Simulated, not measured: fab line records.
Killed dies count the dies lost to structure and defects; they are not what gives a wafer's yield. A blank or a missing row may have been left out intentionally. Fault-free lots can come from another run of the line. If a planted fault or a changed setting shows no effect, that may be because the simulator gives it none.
Split-lot study + flow n5-finfet + 21 wafers read from 7 lots, route of 1938 steps

== ON THE SPLIT ==
At N5_WELL_APT_PEB_23 (peb time 90 s), the setting peb-temp-c was moved away from the recipe's 130 C on 8 of the 21 wafers read, by -1.8% to +2.6%. This setting was run at the recipe's value on the other wafers.

== FROM THE SPLIT TO THE READING: what the file shows between them, 2 steps ==
- N5_WELL_APT_DEVELOP_24: develop time 45 s (also split here: develop-time-s)
- N5_WELL_APT_HARDBAKE_29: time 120 s

== THE READING ==
cd-nm (nm) at N5_WELL_APT_CD_MEAS_25, where the cd target is 200 nm. Fault-free wafers of this fab line usually give 199.9 nm, standard deviation 2.5 nm.

| wafer  | tool, chamber at the split | peb-temp-c as run, C | against the recipe | cd-nm, nm | against lot-mates on the recipe |
|--------|----------------------------|----------------------|--------------------|-----------|---------------------------------|
| L074.1 | litho-track-05, 0          | 131.6                | +1.2%              | 205.7     | +4.9                            |
| L074.3 | litho-track-05, 0          | 130                  | recipe             | 200.6     | -                               |
| L074.5 | litho-track-05, 0          | 130                  | recipe             | 201.0     | -                               |
| L077.3 | litho-track-03, 0          | 128.3                | -1.3%              | 187.3     | -8.5                            |
| L077.4 | litho-track-03, 0          | 130                  | recipe             | 195.8     | -                               |
| L077.6 | litho-track-03, 0          | 128.3                | -1.3%              | 187.0     | -8.8                            |
| L080.2 | litho-track-05, 0          | 130                  | recipe             | 196.2     | -                               |
| L080.4 | litho-track-05, 0          | 130                  | recipe             | 200.0     | -                               |
| L080.6 | litho-track-05, 0          | 130                  | recipe             | 197.1     | -                               |
| L082.1 | litho-track-03, 0          | 133.4                | +2.6%              | 213.3     | +15.4                           |
| L082.2 | litho-track-03, 0          | 130                  | recipe             | 196.0     | -                               |
| L082.6 | litho-track-03, 0          | 130                  | recipe             | 199.8     | -                               |
| L084.2 | litho-track-01, 0          | 130                  | recipe             | 201.7     | -                               |
| L084.4 | litho-track-01, 0          | 130                  | recipe             | 199.0     | -                               |
| L084.6 | litho-track-01, 0          | 131.3                | +1.0%              | 208.5     | +8.2                            |
| L091.2 | litho-track-01, 0          | 130                  | recipe             | 202.3     | -                               |
| L091.3 | litho-track-01, 0          | 127.6                | -1.8%              | 188.3     | -14.0                           |
| L091.4 | litho-track-01, 0          | 127.6                | -1.8%              | 188.3     | -14.0                           |
| L094.1 | litho-track-01, 0          | 130                  | recipe             | 200.8     | -                               |
| L094.2 | litho-track-01, 0          | 130                  | recipe             | 200.3     | -                               |
| L094.3 | litho-track-01, 0          | 128.8                | -0.9%              | 188.4     | -12.2                           |

FIT RESULTS
A straight line over all 21 wafers: cd-nm changes by +6.59 nm for each +1% of peb-temp-c; r = +0.94; the points scatter about the line by 2.6 nm.
The same after taking each lot's own level away (the mean of its wafers on the recipe; 21 wafers): +6.78 nm for each +1%; r = +0.96; scatter 1.9 nm.
That fit puts the effect of the largest move of peb-temp-c on the reading at 18 nm.
Across the lots, their own levels run from 195.80 to 202.30 nm, a range of 2.6 times the standard deviation given above.
Hence the lot-to-lot level has little effect on the slope; both slopes agree.
Check: for one of the wafers moved furthest among these (+2.6%), held out of the fit, the line's prediction against its lot-mates is +18.3 nm. Against them it came out at +15.4 nm.

== OTHER SPLITS ON THESE WAFERS ==
Note: prior to the reading, these wafers also went through further splits. Each is held against what the fit with the lots' levels taken away leaves over:
| other split on the same wafers        | wafers away from the commonest value | r with cd-nm (lot level and that fit taken away) |
|---------------------------------------|--------------------------------------|--------------------------------------------------|
| N5_WELL_APT_COAT_02 spin-rpm          | 5                                    | +0.10                                            |
| N5_WELL_APT_EXPOSE_05 dose-mj         | 9                                    | -0.16                                            |
| N5_WELL_APT_DEVELOP_24 develop-time-s | 9                                    | +0.05                                            |

== THE WHOLE CHAIN: every reading that the file lists as answering this split, in the file's order ==
| step                   | what it does             | reading                                                         | change (the file's fit)              | r (the file's) |
|------------------------|--------------------------|-----------------------------------------------------------------|--------------------------------------|----------------|
| N5_WELL_APT_CD_MEAS_25 | target cd 200 nm         | cd-nm                                                           | +6.71 nm for each +1% of the setting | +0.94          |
| N5_WELL_APT_DESCUM_30  | chemistry O2, time 7.9 s | WELL_APT.cd-nm (the simulator's own value, which no gauge read) | +6.71 nm for each +1% of the setting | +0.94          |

== FILE'S OWN FIT ==
cd-nm changes by +6.71 nm for each +1% of peb-temp-c, r = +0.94.
